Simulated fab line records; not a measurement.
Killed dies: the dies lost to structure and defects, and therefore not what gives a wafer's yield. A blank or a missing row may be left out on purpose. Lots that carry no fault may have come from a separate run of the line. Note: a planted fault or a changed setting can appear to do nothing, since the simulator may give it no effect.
fab line records	flow n5Finfet
record: lots: 6	wafers: 16	lastDay: 18
route steps=1938 shown BEOL_M4@1047 PASSIVATION@1936
lots that met no fault: from a run of the same line without faults
startH: the number of hours between the record's first day and the start of the first shown wafer of the lot	waitH: time in hours since the lot's previous step	" the same as in the row above	L1.1+2: several wafers, shown together as one row	- no value present, or no start provided	* or withheld: withheld	< > ~ a bound
route shown NAME@n: a module of which the file shows steps, and the number in the route of the first	usual: average and standard deviation across the fault-free wafers	same: alike in all rows	chamber/n: place in a boat	sites: the reading at each site	_std_site: the standard deviation of these	_edge_site: mean of outer sites minus mean of inner sites	radiusMm: how far each site lies from the wafer's centre	mask NAME#n: copy n	behind: tool/chamber where the wafer was last shaped	hold: why the lot went on hold/how many hours it stayed there/how the hold came to an end	device: transistor that didn't switch, given as n, p or np	end of line: at the end of the route, the tests of the same wafers	where a step has no rows: the recipe by itself	killed: dies that structure and defects cost at the first sort, which is not the same as the wafer's yield	map: per-die view of a wafer (x killed, . not killed, _ where there is no die)
set.NAME: the setting as run; set.NAME@STEP: as run at that earlier step	model.NAME: the simulator's own value behind a step, which no gauge read
lots at some steps of the route; a table a step, a row a wafer
services: the hour from which a tool's chamber was out of use, counted from the record's first day as startH (under 0 if before that day), plus the number of hours and why
== steps ==
step: N5_BEOL_M4_COAT_67
recipe: resist: SOC	tempC: 250	timeS: 60	spinRpm: 1500	resistThkNm: 60
step: N5_BEOL_M4_COAT_68
recipe: resist: SiARC	tempC: 220	timeS: 60	spinRpm: 1500	resistThkNm: 12
step: N5_BEOL_M4_COAT_76
recipe: resist: underlayer	tempC: 205	timeS: 60	spinRpm: 1500	resistThkNm: 5
step: N5_BEOL_M4_COAT_22
recipe: resist: CAR-EUV	spinRpm: 1500	resistThkNm: 30
step: N5_BEOL_M4_EBR_24
recipe: solvent: PGMEA	ebrWidthMm: 1.5
step: N5_BEOL_M4_SOFTBAKE_23
recipe: tempC: 110	timeS: 60	resist: CAR-EUV
step: N5_BEOL_M4_EXPOSE_25
recipe: maskId: V3	na: 0.33	sourceShape: quasar	sigmaInner: 0.2	sigmaOuter: 0.8	polarization: unpolarized	defocusNm: 5	doseMj: 63
step: N5_BEOL_M4_PEB_26
recipe: pebTempC: 100	pebTimeS: 60	resist: CAR-EUV
step: N5_BEOL_M4_DEVELOP_27
recipe: developTimeS: 30	developer: TMAH	resist: CAR-EUV	rinseLiquid: surfactantRinse	dry: airSpin	devTempC: 23
step: N5_BEOL_M4_CD_MEAS_28
recipe: targetCdNm: 26.2	landingEnergyEv: 500	detector: seInlens	targetCdYNm: 24.1	polarity: opening
usual: cdNm: 26.32/0.26
lot.wafer	tool	chamber	startH	waitH	cdNm
L952.2	cdSem-01	0	154.24	-	26.02
L952.5	"	0	"	"	26.14
L952.6	"	0	"	"	26.15
L962.3	cdSem-01	0	227.74	-	26.08
L962.4	"	0	"	"	26.07
L962.6	"	0	"	"	26.23
L969.1	cdSem-03	0	276.18	-	26.65
L969.2	"	0	"	"	26.79
L970.1	cdSem-01	0	276.36	-	26.35
L970.4	"	0	"	"	26.55
L970.6	"	0	"	"	26.42
L972.1	cdSem-02	0	291.27	-	25.92
L972.6	"	0	"	"	26.13
L974.1	cdSem-03	0	303.75	-	26.37
L974.2	"	0	"	"	26.24
L974.4	"	0	"	"	26.35
step: N5_BEOL_M4_OVL_MEAS_29
recipe: pointsPerWafer: 522
usual: V3_OVL: 0.2/0.86
lot.wafer	tool	chamber	startH	waitH	V3_OVL[nm]
L952.2	overlay-02	0	154.27	0.0	1.5
L952.5	"	0	"	"	0.8
L952.6	"	0	"	"	1.4
L962.3	overlay-02	0	227.78	0.0	-0.3
L962.4	"	0	"	"	0.8
L962.6	"	0	"	"	1.1
L969.1	overlay-02	0	276.21	0.0	1.6
L969.2	"	0	"	"	1.6
L970.1	overlay-02	0	276.39	0.0	-0.3
L970.4	"	0	"	"	-0.7
L970.6	"	0	"	"	-0.2
L972.1	overlay-01	0	291.30	0.0	0.7
L972.6	"	0	"	"	0.6
L974.1	overlay-02	0	303.78	0.0	-1.2
L974.2	"	0	"	"	-1.3
L974.4	"	0	"	"	-0.5
step: N5_BEOL_M4_INSPECT_30
recipe: mode: adi	inspectInstrument: brightfield
usual: rawDefectCount: 425/100
lot.wafer	tool	chamber	startH	waitH	rawDefectCount
L952.2	defectInspect-01	-	154.33	0.0	275
L952.5	"	-	"	"	273
L952.6	"	-	"	"	235
L962.3	defectInspect-02	-	227.83	0.0	378
L962.4	"	-	"	"	386
L962.6	"	-	"	"	524
L969.1	defectInspect-01	-	276.27	0.1	350
L969.2	"	-	"	"	366
L970.1	defectInspect-01	-	276.45	0.1	511
L970.4	"	-	"	"	364
L970.6	"	-	"	"	337
L972.1	defectInspect-02	-	291.35	0.1	335
L972.6	"	-	"	"	385
L974.1	defectInspect-02	-	303.84	0.1	294
L974.2	"	-	"	"	462
L974.4	"	-	"	"	488
step: N5_BEOL_M4_DESCUM_33
recipe: chemistry: O2	timeS: 7	sourcePowerW: 50	biasPowerW: 20	pressureMtorr: 20	rfFrequencyHz: 2.712e+07	tempC: 40	resist: CAR-EUV	o2FlowSccm: 225
usual: drypumpMotorCurrentA: 5.6/0.42	oesProductAu: 0.81/0.081	rfVppV: 243.3/1.3	showerheadPlenumPTorr: 2.09/0.076	throttleValvePct: 20.30/0.2
lot.wafer	tool	chamber	startH	waitH	drypumpMotorCurrentA	oesProductAu	rfHoursCounterH	rfVppV	showerheadPlenumPTorr	throttleValvePct	model.CAR-EUV_of_BEOL_M4_COAT_22.thkNm
L952.2	rieDiel-01	1	154.36	0.0	5.4	0.72	243	243.9	2.03	20.58	26
L952.5	"	0	"	"	5.2	0.84	-	244.8	2.22	20.39	26.2
L952.6	"	3	"	"	6.1	0.70	-	241.7	2.04	20.45	26.2
L962.3	rieDiel-04	0	227.86	0.0	5.9	0.76	141	242.8	1.99	20.11	25.8
L962.4	"	1	"	"	5.9	0.94	6	243.9	2.14	20.35	26
L962.6	"	1	"	"	5.8	0.94	-	243.3	2.14	20.33	25.8
L969.1	rieDiel-04	3	276.30	0.0	5.1	0.80	121	242.2	2.01	20.54	26.4
L969.2	"	1	"	"	5.8	0.89	22	243.9	2.14	20.37	28
L970.1	rieDiel-06	0	276.48	0.0	5.2	0.69	237	244.3	2.13	20.05	26
L970.4	"	1	"	"	6.4	0.85	56	245.2	2.23	20.42	26
L970.6	"	3	"	"	5.0	0.86	-	240.7	2.05	20.51	26
L972.1	rieDiel-04	0	291.39	0.0	6.0	0.75	160	240.9	1.99	20.14	26.2
L972.6	"	1	"	"	5.8	0.89	-	243.3	2.14	20.38	28.2
L974.1	rieDiel-01	0	303.88	0.0	5.2	0.78	121	244.7	2.19	20.48	26.2
L974.2	"	3	"	"	6.1	0.91	28	243.9	2.02	19.86	26.2
L974.4	"	1	"	"	5.3	0.92	20	242.1	2.02	20.23	26.2
step: N5_BEOL_M4_ETCH_77
recipe: chemistry: N2/H2	target: underlayer	targetDepthA: 65	maskMaterial: CAR-EUV	timeS: 5.2	ionEnergyEv: 200	pressureMtorr: 30	sourceW: 840	biasW: 150	n2FlowSccm: 200	h2FlowSccm: 200	ends: cleared
usual: drypumpMotorCurrentA: 5.6/0.42	etchRfOnTimeS: 5.13/0.18	h2FlowSccm: 200.0/0.56	oesProductAu: 0.70/0.072	rfVppV: 524.1/2.9	showerheadPlenumPTorr: 2.55/0.089	throttleValvePct: 17.78/0.17
lot.wafer	tool	chamber	startH	waitH	drypumpMotorCurrentA	etchRfOnTimeS	h2FlowSccm	oesProductAu	rfHoursCounterH	rfVppV	showerheadPlenumPTorr	throttleValvePct
L952.2	rieDiel-01	1	154.39	0.0	5.3	4.96	200.7	0.61	243	522.3	2.50	18.18
L952.5	"	0	"	"	5.2	5.12	199.5	0.72	-	528.7	2.69	17.80
L952.6	"	3	"	"	6.1	5.04	201.4	0.60	-	524.0	2.52	18.28
L962.3	rieDiel-04	0	227.90	0.0	6.0	5.17	199.9	0.66	141	521.0	2.45	17.62
L962.4	"	1	"	"	5.9	5.01	201.0	0.81	6	525.6	2.62	17.89
L962.6	"	1	"	"	5.9	4.95	200.7	0.81	-	524.1	2.62	17.86
L969.1	rieDiel-04	3	276.34	0.0	5.1	5.31	201.4	0.67	121	521.6	2.45	17.90
L969.2	"	1	"	"	5.8	5.05	200.4	0.76	22	524.9	2.61	17.90
L970.1	rieDiel-06	0	276.52	0.0	5.2	5.28	199.9	0.59	237	525.4	2.61	17.68
L970.4	"	1	"	"	6.4	5.02	199.7	0.74	56	528.1	2.70	17.75
L970.6	"	3	"	"	5.0	5.29	200.1	0.69	-	523.1	2.47	17.92
L972.1	rieDiel-04	0	291.42	0.0	5.9	5.20	201.2	0.64	160	519.4	2.44	17.70
L972.6	"	1	"	"	5.8	5.05	199.6	0.76	-	524.6	2.61	17.92
L974.1	rieDiel-01	0	303.91	0.0	5.2	5.13	199.6	0.68	121	529.3	2.66	17.89
L974.2	"	3	"	"	6.1	5.06	200.7	0.79	28	521.9	2.50	17.73
L974.4	"	1	"	"	5.3	5.01	199.7	0.78	20	523.0	2.48	17.79
step: N5_BEOL_M4_ETCH_69
recipe: chemistry: CF4	target: SiARC	targetDepthA: 156	maskMaterial: CAR-EUV	timeS: 26	ionEnergyEv: 80	pressureMtorr: 40	sourceW: 545	biasW: 36	Ar_flow_sccm: 100	cf4FlowSccm: 100	ends: cleared
usual: drypumpMotorCurrentA: 5.6/0.42	etchRfOnTimeS: 25.7/0.76	oesProductAu: 0.70/0.072	rfVppV: 184.2/1.2	showerheadPlenumPTorr: 2.14/0.067	throttleValvePct: 15.51/0.14
lot.wafer	tool	chamber	startH	waitH	drypumpMotorCurrentA	etchRfOnTimeS	oesProductAu	rfHoursCounterH	rfVppV	showerheadPlenumPTorr	throttleValvePct
L952.2	rieDiel-01	1	154.41	0.0	5.3	24.8	0.61	243	185.3	2.10	15.95
L952.5	"	0	"	"	5.2	25.6	0.73	-	185.4	2.25	15.45
L952.6	"	3	"	"	6.2	25.5	0.60	-	184.8	2.11	15.75
L962.3	rieDiel-04	0	227.91	0.0	6.0	25.6	0.66	141	184.8	2.08	15.47
L962.4	"	1	"	"	5.8	25.0	0.81	6	185.2	2.19	15.43
L962.6	"	1	"	"	5.8	25.1	0.80	-	184.9	2.19	15.42
L969.1	rieDiel-04	3	276.35	0.0	5.2	26.4	0.68	121	184.1	2.06	15.67
L969.2	"	1	"	"	5.8	25.9	0.75	22	183.5	2.18	15.46
L970.1	rieDiel-06	0	276.54	0.0	5.2	25.9	0.59	237	184.6	2.20	15.56
L970.4	"	1	"	"	6.3	24.6	0.74	56	184.7	2.24	15.44
L970.6	"	3	"	"	5.0	26.4	0.69	-	183.4	2.08	15.64
L972.1	rieDiel-04	0	291.44	0.0	6.0	25.8	0.65	160	183.5	2.07	15.51
L972.6	"	1	"	"	5.8	25.5	0.75	-	184.6	2.18	15.46
L974.1	rieDiel-01	0	303.93	0.0	5.2	25.9	0.66	121	185.1	2.23	15.56
L974.2	"	3	"	"	6.1	25.2	0.80	28	183.1	2.09	15.24
L974.4	"	1	"	"	5.3	25.4	0.78	20	183.0	2.09	15.50
step: N5_BEOL_M4_ALD_98
recipe: material: SiO2	targetThkA: 25	tempC: 100	aldPrecursorFamily: BDEAS	aldCoReactant: O2-plasma	pulseTimeS: 1	coReactantPulseTimeS: 1	purgeTimeS: 2	coReactantPurgeTimeS: 2	aldCycles: 17	pressureTorr: 2
usual: chamberPressureTorr: 2.000/0.0045	heaterPowerW: 80/8	precursorPulseHeightRel: 1.000/0.021	susceptorTempC: 100.01/0.13
lot.wafer	tool	chamber	startH	waitH	chamberPressureTorr	heaterPowerW	precursorPulseHeightRel	susceptorTempC
L952.2	aldSin-03	2	154.49	0.1	2.002	78	0.999	100.00
L952.5	"	2	"	"	2.007	76	1.004	99.78
L952.6	"	1	"	"	2.005	76	0.999	100.10
L962.3	aldSin-03	1	228.48	0.5	2.005	76	1.029	99.99
L962.4	"	2	"	"	2.000	78	1.030	100.20
L962.6	"	2	"	"	2.007	77	1.001	100.02
L969.1	aldSin-03	3	276.53	0.2	1.992	70	1.004	99.93
L969.2	"	0	"	"	1.996	82	0.990	100.08
L970.1	aldSin-03	3	276.63	0.1	2.002	70	1.035	99.95
L970.4	"	0	"	"	2.007	80	0.995	100.09
L970.6	"	1	"	"	1.997	78	0.988	99.93
L972.1	aldSin-03	2	292.08	0.6	1.993	79	0.987	100.05
L972.6	"	1	"	"	1.997	78	0.984	100.01
L974.1	aldSin-02	1	304.06	0.1	1.996	82	1.008	100.07
L974.2	"	3	"	"	2.006	95	0.995	99.97
L974.4	"	0	"	"	1.998	94	0.950	100.01
step: N5_BEOL_M4_ETCHBACK_99
recipe: chemistry: CHF3	target: SiO2	targetDepthA: 50	timeS: 10.4	sourceW: 215	biasW: 47	Ar_flow_sccm: 200	CHF3_flow_sccm: 12	ionEnergyEv: 100	pressureMtorr: 30
usual: drypumpMotorCurrentA: 5.6/0.42	oes_ar_750_au: 0.82/0.077	oes_f_703_au: 0.82/0.082	oesProductAu: 0.82/0.08	rfVppV: 238/6.8	showerheadPlenumPTorr: 2.15/0.074	throttleValvePct: 16.93/0.18
lot.wafer	tool	chamber	startH	waitH	drypumpMotorCurrentA	oes_ar_750_au	oes_f_703_au	oesProductAu	rfHoursCounterH	rfVppV	showerheadPlenumPTorr	throttleValvePct	model.CAR-EUV_of_BEOL_M4_COAT_22.thkNm
L952.2	rieDiel-06	1	159.30	4.8	6.3	0.94	0.99	0.91	18	232	2.27	16.84	10.4
L952.5	"	0	"	"	5.2	0.72	0.71	0.73	-	233	2.23	16.92	10.6
L952.6	"	3	"	"	5.0	0.85	0.84	0.89	-	232	2.10	16.98	10.6
L962.3	rieDiel-06	1	234.08	5.6	6.3	0.90	0.94	0.86	43	233	2.26	16.83	10.2
L962.4	"	0	"	"	5.2	0.70	0.71	0.69	224	234	2.23	16.95	10.6
L962.6	"	0	"	"	5.2	0.70	0.70	0.69	-	231	2.23	16.96	10.2
L969.1	rieDiel-01	0	280.35	3.8	5.2	0.78	0.78	0.79	113	247	2.24	17.00	10.6
L969.2	"	2	"	"	5.6	0.82	0.81	0.80	93	232	2.07	16.85	12.4
L970.1	rieDiel-04	1	280.83	4.1	5.9	0.86	0.83	0.90	23	253	2.21	17.01	10.2
L970.4	"	2	"	"	6.0	0.70	0.71	0.68	224	236	2.11	16.84	10.2
L970.6	"	1	"	"	5.9	0.87	0.84	0.90	-	251	2.21	17.03	10.4
L972.1	rieDiel-01	0	293.62	1.5	5.2	0.78	0.78	0.78	118	248	2.24	17.00	10.4
L972.6	"	3	"	"	6.1	0.92	0.92	0.93	-	243	2.07	16.53	12.6
L974.1	rieDiel-01	3	313.04	8.9	6.1	0.90	0.91	0.91	32	244	2.07	16.54	10.6
L974.2	"	0	"	"	5.2	0.76	0.77	0.77	125	246	2.24	17.03	10.6
L974.4	"	1	"	"	5.3	0.89	0.90	0.89	23	243	2.11	17.02	10.6
step: N5_BEOL_M4_ETCH_70
recipe: chemistry: N2/H2	target: SOC	targetDepthA: 800	overetchA: 240	maskMaterial: SiARC	tempC: 40	timeS: 130	ionEnergyEv: 200	pressureMtorr: 30	sourceW: 840	biasW: 150	n2FlowSccm: 200	h2FlowSccm: 200
usual: drypumpMotorCurrentA: 5.6/0.43	h2FlowSccm: 200.0/0.59	oesProductAu: 0.60/0.055	rfVppV: 524.1/2.5	showerheadPlenumPTorr: 2.55/0.09	throttleValvePct: 17.72/0.18
lot.wafer	tool	chamber	startH	waitH	drypumpMotorCurrentA	h2FlowSccm	oesProductAu	rfHoursCounterH	rfVppV	showerheadPlenumPTorr	throttleValvePct
L952.2	rieDiel-06	1	159.34	0.0	6.4	199.8	0.68	18	528.1	2.72	17.61
L952.5	"	0	"	"	5.2	200.4	0.52	-	526.1	2.62	17.54
L952.6	"	3	"	"	5.0	200.5	0.64	-	523.4	2.48	17.79
L962.3	rieDiel-06	1	234.12	0.0	6.3	200.1	0.63	43	527.6	2.70	17.67
L962.4	"	0	"	"	5.2	200.9	0.51	224	525.2	2.61	17.57
L962.6	"	0	"	"	5.2	199.5	0.51	-	526.7	2.61	17.58
L969.1	rieDiel-01	0	280.38	0.0	5.2	200.1	0.58	113	526.7	2.66	17.84
L969.2	"	2	"	"	5.6	200.6	0.61	93	522.2	2.45	17.55
L970.1	rieDiel-04	1	280.86	0.0	5.9	200.4	0.64	23	526.8	2.61	17.85
L970.4	"	2	"	"	6.0	199.5	0.51	224	523.4	2.51	17.65
L970.6	"	1	"	"	5.8	200.4	0.64	-	524.7	2.61	17.85
L972.1	rieDiel-01	0	293.65	0.0	5.2	200.0	0.58	118	527.5	2.66	17.83
L972.6	"	3	"	"	6.2	199.7	0.67	-	520.9	2.50	17.69
L974.1	rieDiel-01	3	313.08	0.0	6.2	199.2	0.66	32	521.9	2.50	17.69
L974.2	"	0	"	"	5.2	199.6	0.57	125	528.3	2.66	17.84
L974.4	"	1	"	"	5.4	199.6	0.66	23	522.1	2.48	17.76
step: N5_BEOL_M4_RC_MEAS_101
usual: DIBL_N: 36.4/2.7	DIBL_P: 36/3.2	IOFF_N: 0.16/0.046	IOFF_P: 0.21/0.055	ION_N: 677/15	ION_P: 464/11	SS_N: 71.5/0.79	SS_P: 73.3/0.93	VT_N: 250/4.1	VT_P: -251/4.4
lot.wafer	tool	chamber	startH	waitH	DIBL_N[mV/V]	DIBL_P[mV/V]	IOFF_N[nA/um]	IOFF_P[nA/um]	ION_N[uA/um]	ION_P[uA/um]	SS_N[mV/dec]	SS_P[mV/dec]	VT_N[mV]	VT_P[mV]
L952.2	prober-01	0	164.38	0.4	35.9	38	0.16	0.28	673	470	71.6	73.6	248	-246
L952.5	"	0	"	"	39.3	40	0.23	0.33	679	470	72.7	74.6	245	-243
L952.6	"	0	"	"	35.1	36	0.14	0.26	666	472	71.6	74.2	252	-245
L962.3	prober-02	0	238.53	0.3	35.7	34	0.13	0.17	669	457	71.1	72.8	253	-254
L962.4	"	0	"	"	37.1	37	0.18	0.22	701	478	71.4	74.4	245	-251
L962.6	"	0	"	"	37.6	38	0.18	0.22	683	462	71.9	74.0	247	-250
L969.1	prober-01	0	284.70	0.0	38.5	38	0.15	0.21	684	470	71.5	73.2	251	-250
L969.2	"	0	"	"	36.0	35	0.12	0.17	666	460	70.9	72.4	255	-255
L970.1	prober-02	0	286.58	0.0	35.4	37	0.14	0.16	681	463	71.3	72.8	253	-256
L970.4	"	0	"	"	38.2	39	0.18	0.19	675	451	72.4	73.8	248	-256
L970.6	"	0	"	"	36.8	38	0.14	0.16	671	449	72.4	72.8	254	-257
L972.1	prober-01	0	298.70	0.0	39.3	39	0.20	0.25	679	464	72.0	73.7	243	-248
L972.6	"	0	"	"	41.9	41	0.26	0.29	695	470	73.3	74.8	243	-247
L974.1	prober-02	0	319.05	0.0	37.4	36	0.16	0.21	681	465	70.7	73.3	248	-250
L974.2	"	0	"	"	36.8	36	0.15	0.19	670	456	70.8	73.2	250	-254
L974.4	"	0	"	"	37.1	36	0.17	0.20	697	477	70.7	72.9	248	-253
step: N5_PASSIVATION_PROBE_49
usual: defectLimitedYield: 91.1/1.4	killed_at_M0_to_M3: 34/9.7	killed_at_M4_up: 13/5.1	killedAtContacts: 14/6.3	killedAtFrontEnd: 40/11	killedAtOther: 3.5/2.7	killedDies: 105/16	killedOpen: 70/12	killedShort: 34/7.8	sort_bin_5_function: 5.2/0.88	sort_bin_6_memory: 3.3/0.7	sortNPass: 1074/17	sortYieldPct: 91.0/1.5
same: grossDies: 1180	killedAtBackSide: 0	sort_bin_4_leakage[%]: 0	sort_bin_8_speed[%]: 0
lot.wafer	tool	chamber	startH	waitH	defectLimitedYield[%]	killed_at_M0_to_M3	killed_at_M4_up	killedAtContacts	killedAtFrontEnd	killedAtOther	killedDies	killedOpen	killedShort	sort_bin_5_function[%]	sort_bin_6_memory[%]	sortNPass	sortYieldPct[%]
L969.2	prober-01	-	386.91	0.1	91.4	30	12	15	39	5	101	65	32	5.1	3.4	1079	91.4
L972.1	prober-01	-	403.08	0.0	89.9	48	13	5	47	6	119	78	40	5.4	4.3	1061	89.9
L972.6	prober-01	-	403.33	0.3	92.4	31	16	14	27	2	90	62	24	4.7	2.9	1090	92.4
killed by level:class
L969.2 MOL_CONTACT_COAG:geometricParticle:open=13 BEOL_M2:geometricParticle:open=11 FIN_SAQP:geometricParticle:short=10 GATE_CUT:geometricParticle:short=6 FIN_SAQP:geometricParticle:open=5 BEOL_M3:geometricParticle:open=5 BEOL_M0_SAQP:geometricParticle:open=4 FIN_CUT:geometricParticle:open=3
L972.1 BEOL_M3:geometricParticle:open=17 FIN_SAQP:geometricParticle:open=15 FIN_SAQP:geometricParticle:short=11 BEOL_M1:geometricParticle:short=8 BEOL_M1:geometricParticle:open=7 DUMMY_GATE:geometricParticle:open=6 BEOL_M2:geometricParticle:open=5 BEOL_M3:geometricParticle:short=4
L972.6 MOL_CONTACT_COAG:geometricParticle:open=12 BEOL_M1:geometricParticle:open=8 BEOL_M4:geometricParticle:open=8 FIN_SAQP:geometricParticle:short=7 BEOL_M2:geometricParticle:open=6 BEOL_M3:geometricParticle:open=5 FIN_SAQP:geometricParticle:open=4 GATE_CUT:geometricParticle:short=4
== services ==
tool	chamber	startH	hours	kind
aldSin-02	2	130.82	3.4	repair
rieDiel-01	-	144.78	4.3	pm
rieDiel-06	3	173.08	5.7	repair
aldSin-02	-	177.38	14.0	pm
rieDiel-04	3	185.80	9.3	repair
rieDiel-04	1	195.45	-	clean
rieDiel-04	1	195.45	-	consumableReplace:focusRing
rieDiel-04	1	195.45	17.4	scheduledDown
rieDiel-04	1	195.45	17.4	ventCycle
aldSin-02	1	203.12	14.9	repair
rieDiel-01	3	205.59	-	clean
rieDiel-01	3	205.59	-	consumableReplace:focusRing
rieDiel-01	3	205.59	19.6	scheduledDown
rieDiel-01	3	205.59	19.6	ventCycle
rieDiel-06	-	221.57	2.8	pm
aldSin-03	-	225.16	1.1	repair
rieDiel-01	1	225.32	-	clean
rieDiel-01	1	225.32	-	consumableReplace:focusRing
rieDiel-01	1	225.32	22.4	scheduledDown
rieDiel-01	1	225.32	22.4	ventCycle
aldSin-03	3	256.27	4.4	repair
rieDiel-06	-	256.88	0.1	repair
rieDiel-01	-	284.58	0.4	repair
rieDiel-06	0	311.12	-	clean
== key ==
firstSign none at tools or gauges
modelEffect: step: N5_BEOL_M4_DESCUM_33	value: CAR-EUV_of_BEOL_M4_COAT_22.thkNm	without: 26.2	struck: 28.1
modelEffect: step: N5_BEOL_M4_ETCHBACK_99	value: CAR-EUV_of_BEOL_M4_COAT_22.thkNm	without: 10.6	struck: 12.5
metAt N5_BEOL_M4_DESCUM_33
struckWafers L969.2,L972.6
onsetBetween 227.86 276.30
fault: kind: processParameterDrift	tool: rieDiel-04	chamber: -	onsetH: 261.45	steps: N5_BEOL_M4_DESCUM_33	channel: timeS	offset: *	shape: step	endH: 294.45	scope: struckWafersOnly	actsIn: *	stated: *
